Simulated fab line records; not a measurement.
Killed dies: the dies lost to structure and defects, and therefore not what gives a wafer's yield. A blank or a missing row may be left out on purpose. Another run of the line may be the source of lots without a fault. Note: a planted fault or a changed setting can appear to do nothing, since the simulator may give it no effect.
fab line records | flow n5-finfet
record lots=5 | wafers=14 | last-day=18
route steps=1938 shown MIM_TOP_LITHO@1847 MIM_TOP_ETCH@1851 MIM_BOT_LITHO@1854 PASSIVATION@1936
lots with no fault: from the same line, run without faults
start-h: start of the lot's first displayed wafer, in hours after the record's first day | wait-h: hours from the lot's prior step to this one | " same as the row above | L1.1+2: a row that stands for several wafers | - no value present, or no start provided | * or withheld: withheld | < > ~ a bound
route shown NAME@n: a module of which the file shows steps, and the number in the route of the first | usual: mean and standard deviation over wafers with no fault | same: alike in all rows | chamber/n: place in a boat | sites: readings site by site | _std_site: standard deviation across them | _edge_site: the outer-site mean with the inner-site mean subtracted | radius-mm: how far each site lies from the wafer's centre | mask NAME#n: copy n | behind: the most recent tool/chamber to have shaped the wafer | hold: the reason the lot was held/the length of the hold in hours/how it ended | device: the transistor (n, p or np) that didn't switch | end of line: the tests these same wafers got at the end of their route | where a step has no rows: the recipe by itself | killed: count of dies lost to structure and defects at first sort (not the wafer's yield) | map: dies across one wafer; x = killed, . = not, _ = none there
set.NAME: the setting as run; set.NAME@STEP: as run at that earlier step | model.NAME: the simulator's own value behind a step, which no gauge read
lots at selected steps of the route; one table per step, one row per wafer
services: from which hour (start-h, from the record's first day; less than 0 if before it) a tool's chamber was out of use, for how many hours, and why
## steps
# step N5_MIM_TOP_LITHO_CD_MEAS_08
# recipe target-cd-nm=2000 | landing-energy-ev=500 | detector=se-inlens
# usual cd-nm=1999.5/2.6
# same landing-energy-ev=500
lot.wafer | tool      | chamber | start-h | wait-h | cd-nm
L478.2    | cd-sem-02 | 0       | 270.49  | -      | 2000.4
L478.3    | "         | 0       | "       | "      | 1999.3
L478.5    | "         | 0       | "       | "      | 2003.4
L479.1    | cd-sem-02 | 0       | 287.16  | -      | 2001.9
L479.2    | "         | 0       | "       | "      | 2002.4
L479.3    | "         | 0       | "       | "      | 2002.2
L485.5    | cd-sem-01 | 0       | 328.11  | -      | 1999.2
L485.6    | "         | 0       | "       | "      | 1996.6
L495.1    | cd-sem-01 | 0       | 378.77  | -      | 2000.8
L495.4    | "         | 0       | "       | "      | 1999.0
L495.6    | "         | 0       | "       | "      | 1997.7
L500.2    | cd-sem-02 | 0       | 417.42  | -      | 2003.7
L500.5    | "         | 0       | "       | "      | 1997.5
L500.6    | "         | 0       | "       | "      | 2003.1
# step N5_MIM_TOP_LITHO_OVL_MEAS_11
# recipe points-per-wafer=44
# usual MIM_TOP_OVL=3/5.1
lot.wafer | tool       | chamber | start-h | wait-h | MIM_TOP_OVL[nm]
L478.2    | overlay-02 | 0       | 270.52  | 0.0    | -6
L478.3    | "          | 0       | "       | "      | 2
L478.5    | "          | 0       | "       | "      | 3
L479.1    | overlay-02 | 0       | 287.19  | 0.0    | 8
L479.2    | "          | 0       | "       | "      | 3
L479.3    | "          | 0       | "       | "      | 13
L485.5    | overlay-02 | 0       | 328.14  | 0.0    | 3
L485.6    | "          | 0       | "       | "      | -4
L495.1    | overlay-02 | 0       | 378.80  | 0.0    | -6
L495.4    | "          | 0       | "       | "      | 6
L495.6    | "          | 0       | "       | "      | 6
L500.2    | overlay-02 | 0       | 417.44  | 0.0    | 15
L500.5    | "          | 0       | "       | "      | 3
L500.6    | "          | 0       | "       | "      | 11
# step N5_MIM_TOP_LITHO_INSPECT_12
# recipe mode=adi | inspect-instrument=macro
# usual raw-defect-count=2.2/1.4
lot.wafer | tool              | chamber | start-h | wait-h | raw-defect-count
L478.2    | defect-inspect-02 | -       | 270.54  | 0.0    | 1
L478.3    | "                 | -       | "       | "      | 1
L478.5    | "                 | -       | "       | "      | 2
L479.1    | defect-inspect-02 | -       | 287.21  | 0.0    | 1
L479.2    | "                 | -       | "       | "      | 3
L479.3    | "                 | -       | "       | "      | 1
L485.5    | defect-inspect-02 | -       | 328.25  | 0.1    | 0
L485.6    | "                 | -       | "       | "      | 1
L495.1    | defect-inspect-01 | -       | 378.82  | 0.0    | 2
L495.4    | "                 | -       | "       | "      | 2
L495.6    | "                 | -       | "       | "      | 4
L500.2    | defect-inspect-01 | -       | 417.47  | 0.0    | 3
L500.5    | "                 | -       | "       | "      | 3
L500.6    | "                 | -       | "       | "      | 1
# step N5_MIM_TOP_LITHO_DESCUM_10
# recipe chemistry=O2 | time-s=7.9 | source-power-w=50 | bias-power-w=20 | pressure-mtorr=20 | rf-frequency-hz=2.712e+07 | temp-c=40 | o2-flow-sccm=225
# usual drypump-motor-current-A=5.6/0.4 | oes-product-au=0.81/0.08 | rf-vpp-V=242.8/1.4 | showerhead-plenum-p-Torr=2.07/0.067 | temp-c=39.97/0.11 | throttle-valve-pct=20.31/0.21
lot.wafer | tool        | chamber | start-h | wait-h | drypump-motor-current-A | oes-product-au | rf-hours-counter-h | rf-vpp-V | showerhead-plenum-p-Torr | temp-c | throttle-valve-pct
L478.2    | rie-diel-06 | 0       | 270.58  | 0.0    | 5.2                     | 0.69           | 236                | 245.1    | 2.13                     | 40.05  | 20.06
L478.3    | "           | 3       | "       | "      | 5.1                     | 0.85           | 79                 | 243.3    | 2.05                     | 39.99  | 20.51
L478.5    | "           | 0       | "       | "      | 5.2                     | 0.70           | -                  | 245.5    | 2.13                     | 40.14  | 20.07
L479.1    | rie-diel-04 | 3       | 287.25  | 0.0    | 5.1                     | 0.80           | 124                | 243.4    | 2.01                     | 40.07  | 20.55
L479.2    | "           | 1       | "       | "      | 5.9                     | 0.89           | 26                 | 244.0    | 2.14                     | 40.13  | 20.39
L479.3    | "           | 2       | "       | "      | 6.0                     | 0.69           | 227                | 242.6    | 2.08                     | 39.80  | 20.30
L485.5    | rie-diel-06 | 2       | 328.49  | 0.2    | 5.8                     | 0.78           | -                  | 243.9    | 2.08                     | 39.87  | 20.18
L485.6    | "           | 3       | "       | "      | 5.0                     | 0.82           | -                  | 242.0    | 2.04                     | 40.10  | 20.54
L495.1    | rie-diel-04 | 0       | 378.86  | 0.0    | 6.0                     | 0.73           | 193                | 240.9    | 1.98                     | 39.93  | 20.20
L495.4    | "           | 3       | "       | "      | 5.1                     | 0.76           | 159                | 240.7    | 2.00                     | 39.97  | 20.61
L495.6    | "           | 1       | "       | "      | 5.8                     | 0.84           | -                  | 243.8    | 2.12                     | 39.88  | 20.42
L500.2    | rie-diel-04 | 0       | 417.50  | 0.0    | 5.9                     | 0.71           | 207                | 242.1    | 1.97                     | 39.85  | 20.22
L500.5    | "           | 2       | "       | "      | 6.0                     | 0.91           | -                  | 243.6    | 2.07                     | 39.94  | 20.14
L500.6    | "           | 3       | "       | "      | 5.2                     | 0.74           | -                  | 241.4    | 1.99                     | 39.91  | 20.60
# step N5_MIM_TOP_ETCH_ETCH_00
# recipe chemistry=Cl2/BCl3 | target=TiN | target-depth-a=385 | ion-energy-ev=150 | pressure-mtorr=10 | icp-w=1000 | bias-w=126 | Cl2_flow_sccm=53.25 | bcl3-flow-sccm=21.75 | Ar_flow_sccm=25
# usual drypump-motor-current-A=5.7/0.4 | mfc-ar-sccm=25.01/0.086 | oes-product-au=0.81/0.096 | throttle-valve-pct=22.6/0.31
lot.wafer | tool         | chamber | start-h | wait-h | drypump-motor-current-A | mfc-ar-sccm | oes-product-au | rf-hours-counter-h | throttle-valve-pct
L478.2    | rie-metal-01 | 1       | 270.66  | 0.1    | 5.4                     | 25.04       | 0.97           | 7                  | 22.5
L478.3    | "            | 0       | "       | "      | 5.8                     | 25.06       | 0.75           | -                  | 22.2
L478.5    | "            | 1       | "       | "      | 5.4                     | 25.07       | 0.97           | -                  | 22.5
L479.1    | rie-metal-01 | 0       | 287.33  | 0.1    | 5.8                     | 25.11       | 0.75           | 62                 | 22.2
L479.2    | "            | 1       | "       | "      | 5.4                     | 24.87       | 0.96           | 9                  | 22.5
L479.3    | "            | 0       | "       | "      | 5.8                     | 25.12       | 0.75           | -                  | 22.2
L485.5    | rie-metal-03 | 0       | 328.63  | 0.1    | 5.5                     | 25.02       | 0.71           | -                  | 23.2
L485.6    | "            | 1       | "       | "      | 5.8                     | 25.09       | 0.76           | -                  | 22.8
L495.1    | rie-metal-01 | 0       | 378.94  | 0.1    | 5.8                     | 25.00       | 0.74           | 70                 | 22.2
L495.4    | "            | 0       | "       | "      | 5.8                     | 25.00       | 0.73           | -                  | 22.2
L495.6    | "            | 0       | "       | "      | 5.8                     | 24.88       | 0.73           | -                  | 22.2
L500.2    | rie-metal-02 | 1       | 417.59  | 0.1    | 5.4                     | 25.04       | 0.93           | 7                  | 22.5
L500.5    | "            | 0       | "       | "      | 6.6                     | 25.02       | 0.78           | -                  | 22.7
L500.6    | "            | 1       | "       | "      | 5.4                     | 24.90       | 0.93           | -                  | 22.5
# step N5_MIM_TOP_ETCH_STRIP_01
# recipe chemistry=O2 | power-w=600 | temp-c=60 | pressure-mtorr=30 | rf-frequency-hz=6e+07 | bias-power-w=0 | overash-fraction=0.5 | o2-flow-sccm=225
# usual drypump-motor-current-A=5.8/0.55 | oes-product-au=0.80/0.098 | rf-vpp-V=3.7/1.3 | showerhead-plenum-p-Torr=2.12/0.059 | temp-c=59.97/0.13 | throttle-valve-pct=16.63/0.26
# same overash-fraction=0.5
lot.wafer | tool        | chamber | start-h | wait-h | drypump-motor-current-A | oes-product-au | rf-hours-counter-h | rf-vpp-V | showerhead-plenum-p-Torr | temp-c | throttle-valve-pct
L478.2    | rie-diel-05 | 2       | 270.86  | 0.2    | 6.6                     | 0.73           | 184                | 2.6      | 2.11                     | 59.86  | 16.79
L478.3    | "           | 0       | "       | "      | 6.6                     | 0.72           | 180                | 1.8      | 2.02                     | 60.01  | 16.50
L478.5    | "           | 3       | "       | "      | 5.9                     | 0.71           | -                  | 2.8      | 2.15                     | 59.95  | 16.91
L479.1    | rie-diel-03 | 3       | 287.47  | 0.1    | 4.8                     | 0.71           | 207                | 1.0      | 2.17                     | 59.94  | 16.84
L479.2    | "           | 1       | "       | "      | 5.3                     | 0.71           | 211                | 2.7      | 2.08                     | 59.90  | 17.12
L479.3    | "           | 0       | "       | "      | 5.9                     | 0.90           | 45                 | 3.8      | 2.02                     | 60.04  | 16.63
L485.5    | rie-diel-05 | 2       | 328.75  | 0.1    | 6.6                     | 0.71           | -                  | 2.0      | 2.10                     | 60.07  | 16.89
L485.6    | "           | 3       | "       | "      | 5.9                     | 0.68           | -                  | 2.8      | 2.14                     | 59.83  | 16.92
L495.1    | rie-diel-05 | 0       | 379.09  | 0.1    | 6.6                     | 0.73           | 213                | 5.3      | 2.02                     | 60.08  | 16.60
L495.4    | "           | 3       | "       | "      | 5.8                     | 0.66           | 229                | 2.2      | 2.14                     | 60.10  | 17.00
L495.6    | "           | 1       | "       | "      | 5.3                     | 0.88           | -                  | 5.1      | 2.13                     | 59.86  | 16.57
L500.2    | rie-diel-03 | 0       | 417.77  | 0.1    | 5.9                     | 0.85           | 86                 | 2.4      | 2.01                     | 60.04  | 16.71
L500.5    | "           | 3       | "       | "      | 4.9                     | 0.67           | -                  | 3.3      | 2.16                     | 59.96  | 16.85
L500.6    | "           | 2       | "       | "      | 5.9                     | 0.84           | -                  | 4.4      | 2.11                     | 60.03  | 16.60
# step N5_MIM_TOP_ETCH_PECVD_03
# recipe material=SiNx | target-thk-a=200 | temp-c=400 | precursor=SiH4/NH3/N2 | pressure-torr=1.5 | rf-w=300 | time-s=17.6
# usual heater-power-w=735/76 | showerhead-plenum-p-Torr=5.14/0.044 | throttle-valve-pct=40.3/2.5
lot.wafer | tool     | chamber | start-h | wait-h | heater-power-w | showerhead-plenum-p-Torr | throttle-valve-pct
L478.2    | pecvd-02 | 2       | 270.93  | -      | 794            | 5.13                     | 37.3
L478.3    | "        | 1       | "       | "      | 705            | 5.09                     | 44.0
L478.5    | "        | 2       | "       | "      | 788            | 5.15                     | 37.4
L479.1    | pecvd-02 | 1       | 287.54  | -      | 697            | 5.09                     | 44.1
L479.2    | "        | 0       | "       | "      | 622            | 5.11                     | 41.7
L479.3    | "        | 2       | "       | "      | 792            | 5.13                     | 37.4
L485.5    | pecvd-04 | 2       | 328.82  | -      | 724            | 5.21                     | 40.3
L485.6    | "        | 1       | "       | "      | 863            | 5.17                     | 43.6
L495.1    | pecvd-02 | 2       | 379.15  | -      | 839            | 5.14                     | 37.7
L495.4    | "        | 1       | "       | "      | 767            | 5.09                     | 44.1
L495.6    | "        | 0       | "       | "      | 678            | 5.12                     | 41.4
L500.2    | pecvd-04 | 1       | 417.83  | -      | 803            | 5.14                     | 37.4
L500.5    | "        | 2       | "       | "      | 723            | 5.22                     | 41.0
L500.6    | "        | 1       | "       | "      | 811            | 5.15                     | 37.3
# step N5_MIM_BOT_LITHO_HMDS_01
# recipe time-s=60 | temp-c=120
# step N5_MIM_BOT_LITHO_COAT_02
# recipe spin-rpm=* | resist-thk-nm=*
# step N5_MIM_BOT_LITHO_EBR_04
# recipe solvent=PGMEA | ebr-width-mm=1.5
# step N5_MIM_BOT_LITHO_SOFTBAKE_03
# recipe temp-c=100 | time-s=90
# step N5_MIM_BOT_LITHO_EXPOSE_05
# recipe mask-id=MIM_BOT | na=0.55 | source-shape=conventional | sigma-outer=0.8 | polarization=unpolarized | dose-mj=24.25
# step N5_MIM_BOT_LITHO_PEB_06
# recipe peb-temp-c=withheld | peb-time-s=*
# usual resist-line-temp-C=*
lot.wafer | tool           | chamber | start-h | wait-h | resist-line-temp-C
L478.2    | litho-track-03 | 0       | 271.16  | 0.0    | *
L478.3    | "              | 0       | "       | "      | *
L478.5    | "              | 0       | "       | "      | *
L479.1    | litho-track-03 | 0       | 287.78  | 0.1    | *
L479.2    | "              | 0       | "       | "      | *
L479.3    | "              | 0       | "       | "      | *
L485.5    | litho-track-03 | 0       | 329.16  | 0.0    | *
L485.6    | "              | 0       | "       | "      | *
L495.1    | litho-track-02 | 0       | 379.51  | 0.1    | *
L495.4    | "              | 0       | "       | "      | *
L495.6    | "              | 0       | "       | "      | *
L500.2    | litho-track-05 | 0       | 418.07  | 0.0    | *
L500.5    | "              | 0       | "       | "      | *
L500.6    | "              | 0       | "       | "      | *
# step N5_MIM_BOT_LITHO_DEVELOP_07
# recipe develop-time-s=60 | rinse-liquid=diw | dry=air-spin | dev-temp-c=21
# step N5_MIM_BOT_LITHO_HARDBAKE_09
# recipe temp-c=130 | time-s=120
# step N5_MIM_BOT_LITHO_CD_MEAS_08
# recipe target-cd-nm=3000 | landing-energy-ev=500 | detector=se-inlens | polarity=opening
# usual cd-nm=3000.1/2.8
# same landing-energy-ev=500
lot.wafer | tool      | chamber | start-h | wait-h | cd-nm
L478.2    | cd-sem-03 | 0       | 271.28  | -      | 2996.8
L478.3    | "         | 0       | "       | "      | 2995.8
L478.5    | "         | 0       | "       | "      | 2999.8
L479.1    | cd-sem-02 | 0       | 287.90  | -      | 3000.5
L479.2    | "         | 0       | "       | "      | 2996.6
L479.3    | "         | 0       | "       | "      | 2994.5
L485.5    | cd-sem-02 | 0       | 329.28  | -      | 2991.2
L485.6    | "         | 0       | "       | "      | 2989.1
L495.1    | cd-sem-02 | 0       | 379.63  | -      | 3002.8
L495.4    | "         | 0       | "       | "      | 3002.6
L495.6    | "         | 0       | "       | "      | 3001.7
L500.2    | cd-sem-02 | 0       | 418.19  | -      | 3001.0
L500.5    | "         | 0       | "       | "      | 3001.3
L500.6    | "         | 0       | "       | "      | 3000.4
# step N5_MIM_BOT_LITHO_OVL_MEAS_11
# recipe points-per-wafer=44
# usual MIM_BOT_OVL=2/5
lot.wafer | tool       | chamber | start-h | wait-h | MIM_BOT_OVL[nm]
L478.2    | overlay-02 | 0       | 271.31  | 0.0    | -1
L478.3    | "          | 0       | "       | "      | -1
L478.5    | "          | 0       | "       | "      | -1
L479.1    | overlay-02 | 0       | 287.93  | 0.0    | 3
L479.2    | "          | 0       | "       | "      | 11
L479.3    | "          | 0       | "       | "      | 6
L485.5    | overlay-01 | 0       | 329.31  | 0.0    | 4
L485.6    | "          | 0       | "       | "      | 7
L495.1    | overlay-02 | 0       | 379.66  | 0.0    | 5
L495.4    | "          | 0       | "       | "      | 8
L495.6    | "          | 0       | "       | "      | 9
L500.2    | overlay-02 | 0       | 418.22  | 0.0    | 4
L500.5    | "          | 0       | "       | "      | 4
L500.6    | "          | 0       | "       | "      | 6
# step N5_PASSIVATION_PROBE_49
# usual defect-limited-yield=91.1/1.4 | killed_at_M0_to_M3=34/9.7 | killed_at_M4_up=13/5.1 | killed-at-contacts=14/6.3 | killed-at-front-end=40/11 | killed-at-other=3.5/2.7 | killed-dies=105/16 | killed-on-rim=13/4.1 | killed-open=70/12 | killed-short=34/7.8 | sort_bin_4_leakage=0.02/0.13 | sort_bin_5_function=5.2/0.88 | sort_bin_6_memory=3.3/0.7 | sort_bin_8_speed=0.1/0.62 | sort-n-pass=1074/17 | sort-yield-pct=91.0/1.5
# same gross-dies=1180 | killed-at-back-side=0
lot.wafer | tool      | chamber | start-h | wait-h | defect-limited-yield[%] | killed_at_M0_to_M3 | killed_at_M4_up | killed-at-contacts | killed-at-front-end | killed-at-other | killed-dies | killed-on-rim | killed-open | killed-short | sort_bin_4_leakage[%] | sort_bin_5_function[%] | sort_bin_6_memory[%] | sort_bin_8_speed[%] | sort-n-pass | sort-yield-pct[%]
L478.2    | prober-01 | -       | 280.96  | 0.1    | 89.2                    | 50                 | 11              | 17                 | 48                  | 1               | 127         | 21            | 85          | 42           | 0                     | 6.3                    | 3.9                  | 0                   | 1053        | 89.2
L478.3    | prober-01 | -       | 281.01  | 0.1    | 88.1                    | 54                 | 15              | 25                 | 44                  | 2               | 140         | 16            | 99          | 41           | 0                     | 7.2                    | 4.2                  | 0                   | 1040        | 88.1
L478.5    | prober-01 | -       | 281.11  | 0.2    | 90.3                    | 32                 | 12              | 26                 | 45                  | 0               | 115         | 12            | 81          | 34           | 0                     | 6.0                    | 3.5                  | 0                   | 1065        | 90.3
L479.1    | prober-02 | -       | 298.07  | 0.0    | 90.3                    | 52                 | 11              | 13                 | 37                  | 1               | 114         | 11            | 73          | 40           | 0                     | 5.0                    | 4.0                  | 0                   | 1066        | 90.3
L479.2    | prober-02 | -       | 298.12  | 0.1    | 91.5                    | 28                 | 6               | 17                 | 41                  | 8               | 100         | 13            | 61          | 38           | 0                     | 5.0                    | 3.1                  | 0                   | 1080        | 91.5
L479.3    | prober-02 | -       | 298.17  | 0.1    | 93.2                    | 28                 | 11              | 11                 | 25                  | 5               | 80          | 13            | 55          | 24           | 0.17                  | 4.2                    | 2.6                  | 0                   | 1098        | 93.1
L485.5    | prober-02 | -       | 339.24  | 0.2    | 91.3                    | 22                 | 9               | 9                  | 60                  | 3               | 103         | 13            | 67          | 36           | 0                     | 5.3                    | 3.3                  | 0                   | 1077        | 91.3
L485.6    | prober-02 | -       | 339.29  | 0.3    | 91.9                    | 25                 | 13              | 6                  | 50                  | 1               | 95          | 15            | 70          | 24           | 0                     | 4.1                    | 3.6                  | 0                   | 1085        | 91.9
L495.1    | prober-01 | -       | 387.99  | 0.0    | 92.8                    | 29                 | 8               | 12                 | 33                  | 3               | 85          | 12            | 54          | 30           | 0                     | 4.6                    | 2.5                  | 0                   | 1095        | 92.8
L495.4    | prober-01 | -       | 388.14  | 0.2    | 92.4                    | 30                 | 6               | 12                 | 37                  | 5               | 90          | 8             | 56          | 32           | 0                     | 3.6                    | 3.9                  | 0                   | 1090        | 92.4
L495.6    | prober-01 | -       | 388.24  | 0.3    | 90.7                    | 43                 | 9               | 16                 | 40                  | 2               | 110         | 12            | 64          | 45           | 0                     | 5.3                    | 3.3                  | 0                   | 1070        | 90.7
# killed by level:class
L478.2 MOL_CONTACT_COAG:geometric-particle:open=16 BEOL_M0_SAQP:geometric-particle:short=14 BEOL_M0_SAQP:geometric-particle:open=13 STI_FIN_REVEAL:geometric-particle:open=10 BEOL_M2:geometric-particle:open=10 FIN_SAQP:geometric-particle:short=8 FIN_SAQP:geometric-particle:open=7 DUMMY_GATE:geometric-particle:open=6
L478.3 MOL_CONTACT_COAG:geometric-particle:open=23 BEOL_M2:geometric-particle:open=15 FIN_SAQP:geometric-particle:open=13 FIN_SAQP:geometric-particle:short=9 BEOL_M0_SAQP:geometric-particle:open=8 BEOL_M3:geometric-particle:open=8 BEOL_M0_SAQP:geometric-particle:short=7 BEOL_M1:geometric-particle:open=6
L478.5 MOL_CONTACT_COAG:geometric-particle:open=20 STI_FIN_REVEAL:geometric-particle:open=16 BEOL_M2:geometric-particle:open=10 BEOL_M0_SAQP:geometric-particle:short=7 MOL_CONTACT_COAG:geometric-particle:short=6 FIN_SAQP:geometric-particle:short=5 STARTING-WAFER:geometric-particle:open=5 FIN_SAQP:geometric-particle:open=4
L479.1 BEOL_M3:geometric-particle:open=14 FIN_SAQP:geometric-particle:short=9 MOL_CONTACT_COAG:geometric-particle:open=9 BEOL_M0_SAQP:geometric-particle:open=9 DUMMY_GATE:geometric-particle:open=8 BEOL_M2:geometric-particle:open=6 GATE_CUT:geometric-particle:open=5 BEOL_M0:geometric-particle:open=5
L479.2 MOL_CONTACT_COAG:geometric-particle:open=13 BEOL_M0_SAQP:geometric-particle:short=8 STI_FIN_REVEAL:geometric-particle:open=7 BEOL_M1:geometric-particle:open=7 FIN_SAQP:geometric-particle:open=6 STARTING-WAFER:geometric-particle:short=6 GATE_CUT:geometric-particle:open=5 DUMMY_GATE:geometric-particle:open=4
L479.3 MOL_CONTACT_COAG:geometric-particle:open=10 GATE_CUT:geometric-particle:short=7 BEOL_M2:geometric-particle:open=6 BEOL_M3:geometric-particle:open=6 STI_FIN_REVEAL:geometric-particle:open=5 BEOL_M0_SAQP:geometric-particle:short=5 BEOL_M5:geometric-particle:open=4 STARTING-WAFER:geometric-particle:short=3
L485.5 STI_FIN_REVEAL:geometric-particle:open=18 BEOL_M0_SAQP:geometric-particle:short=8 MOL_CONTACT_COAG:geometric-particle:open=7 FIN_SAQP:geometric-particle:open=6 BEOL_M0_SAQP:geometric-particle:open=6 GATE_CUT:geometric-particle:short=5 BEOL_M3:geometric-particle:open=5 STARTING-WAFER:geometric-particle:short=5
L485.6 STI_FIN_REVEAL:geometric-particle:open=20 FIN_SAQP:geometric-particle:short=13 BEOL_M2:geometric-particle:open=10 MOL_CONTACT_COAG:geometric-particle:open=6 BEOL_M1:geometric-particle:open=5 BEOL_M0_SAQP:geometric-particle:short=4 BEOL_M4:geometric-particle:open=4 STARTING-WAFER:geometric-particle:open=4
L495.1 STI_FIN_REVEAL:geometric-particle:open=10 MOL_CONTACT_COAG:geometric-particle:open=9 GATE_CUT:geometric-particle:short=6 BEOL_M1:geometric-particle:open=6 GATE_CUT:geometric-particle:open=4 BEOL_M0_SAQP:geometric-particle:open=4 BEOL_M0_SAQP:geometric-particle:short=4 BEOL_M2:geometric-particle:open=4
L495.4 MOL_CONTACT_COAG:geometric-particle:open=12 FIN_SAQP:geometric-particle:short=8 GATE_CUT:geometric-particle:short=6 BEOL_M0_SAQP:geometric-particle:open=6 BEOL_M1:geometric-particle:open=6 STI_FIN_REVEAL:geometric-particle:open=5 BEOL_M0_SAQP:geometric-particle:short=5 FIN_SAQP:geometric-particle:open=4
L495.6 MOL_CONTACT_COAG:geometric-particle:open=13 FIN_SAQP:geometric-particle:short=12 BEOL_M0_SAQP:geometric-particle:open=11 BEOL_M0_SAQP:geometric-particle:short=11 BEOL_M2:geometric-particle:open=7 DUMMY_GATE:geometric-particle:open=6 BEOL_M1:geometric-particle:open=6 GATE_CUT:geometric-particle:short=5
## services
tool         | chamber | start-h | hours | kind
rie-diel-06  | -       | 256.88  | 0.1   | repair
rie-diel-03  | 1       | 298.81  | 7.3   | repair
rie-diel-06  | 0       | 311.12  | -     | clean
rie-diel-06  | 0       | 311.12  | -     | consumable-replace:esc
rie-diel-06  | 0       | 311.12  | -     | consumable-replace:focus-ring
rie-diel-06  | 0       | 311.12  | 22.7  | scheduled-down
rie-diel-06  | 0       | 311.12  | 22.7  | vent-cycle
rie-metal-02 | -       | 328.64  | 0.5   | repair
rie-metal-03 | 0       | 332.65  | 14.8  | repair
rie-diel-03  | -       | 350.66  | 0.5   | repair
rie-diel-04  | 2       | 353.14  | -     | clean
rie-diel-04  | 2       | 353.14  | -     | consumable-replace:focus-ring
rie-diel-04  | 2       | 353.14  | 12.5  | scheduled-down
rie-diel-04  | 2       | 353.14  | 12.5  | vent-cycle
pecvd-02     | 1       | 353.20  | 5.5   | scheduled-down
pecvd-02     | -       | 361.59  | 2.8   | pm
pecvd-04     | 1       | 383.62  | -     | clean
pecvd-04     | 1       | 383.62  | -     | consumable-replace:showerhead
rie-diel-03  | 2       | 384.29  | 6.7   | repair
rie-metal-02 | -       | 388.06  | 28.1  | pm
pecvd-04     | -       | 393.86  | 3.2   | repair
rie-diel-04  | 1       | 406.32  | 11.2  | repair
rie-diel-05  | 0       | 407.05  | 7.8   | repair
rie-metal-03 | -       | 411.11  | 1.5   | repair
## key
first-sign step=N5_MIM_BOT_LITHO_CD_MEAS_08 | reading=cd-nm | direction=down | sigmas=3.6 | usual=3000.1 | struck=2990.1
effect none on later readings
met-at N5_MIM_BOT_LITHO_PEB_06
struck-wafers L485.5,L485.6
onset-between 287.78 329.16
also-fits N5_MIM_TOP_LITHO_DESCUM_10:rie-diel-06,N5_MIM_TOP_ETCH_ETCH_00:rie-metal-03
fault kind=process-parameter-drift | tool=litho-track-03 | chamber=- | onset-h=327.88 | steps=N5_MIM_BOT_LITHO_PEB_06 | channel=peb-time-s | offset=* | shape=step | end-h=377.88 | scope=struck-wafers-only | acts-in=* | stated=*
